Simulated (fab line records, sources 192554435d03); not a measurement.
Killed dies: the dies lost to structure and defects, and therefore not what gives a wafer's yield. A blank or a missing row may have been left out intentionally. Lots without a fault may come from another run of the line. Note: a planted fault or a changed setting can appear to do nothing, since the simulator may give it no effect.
The tool behind it: which one? / flow n5_finfet / route of 1938 steps, sampled at 1 step: 10 lots, 30 wafers

== WHAT EACH GAUGE READ, for each wafer ==
N5_HKMG_FIN_CD_MEAS_49 targets a cd of 202 nm.
lot=L552; measured=day 4 04:07; on=cd_sem-01; cd_nm (nm)=202.4 203.2 201.2
lot=L553; measured=day 4 17:21; on=cd_sem-03; cd_nm (nm)=201.3 201.3 200.6
lot=L555; measured=day 5 00:40; on=cd_sem-01; cd_nm (nm)=201.8 202.1 201.6
lot=L557; measured=day 5 07:03; on=cd_sem-03; cd_nm (nm)=202.1 202.3 202.4
lot=L558; measured=day 5 13:14; on=cd_sem-02; cd_nm (nm)=202.2 201.6 201.4
lot=L561; measured=day 6 06:10; on=cd_sem-01; cd_nm (nm)=202.2 202.7 203.5
lot=L566; measured=day 7 14:08; on=cd_sem-03; cd_nm (nm)=203.0 201.9 201.9
lot=L569; measured=day 8 07:53; on=cd_sem-01; cd_nm (nm)=202.5 201.7 202.1
lot=L573; measured=day 9 07:56; on=cd_sem-01; cd_nm (nm)=202.2 203.3 203.6
lot=L575; measured=day 9 21:26; on=cd_sem-01; cd_nm (nm)=202.0 202.2 202.8

== EACH LOT AND THE TOOL THAT RAN IT (in order: tool; ch and the chambers of the sampled wafers; start) ==
The record holds no process step before these readings.

== THE ANSWER, worked out from the rows above alone ==
Rule: the usual values come from the lots themselves. The widest of any qualifying gaps counts: lots, ordered by their means at a reading, are off when they make up no more than a third of the lots, leave a main group of 4 or more, and stand apart from it by 3 or more times the standard deviation of that group's means. A main group whose means are all the same, to the digits that the tables above print for the reading, isn't used. Also off: a lot with no number at a reading for which 4 or more lots have one. Any other lot the step has rows for is counted as sound.
None of the lots is off at any reading shown; this tells nothing.

== WHAT WAS PUT IN BY THE SIMULATOR ==
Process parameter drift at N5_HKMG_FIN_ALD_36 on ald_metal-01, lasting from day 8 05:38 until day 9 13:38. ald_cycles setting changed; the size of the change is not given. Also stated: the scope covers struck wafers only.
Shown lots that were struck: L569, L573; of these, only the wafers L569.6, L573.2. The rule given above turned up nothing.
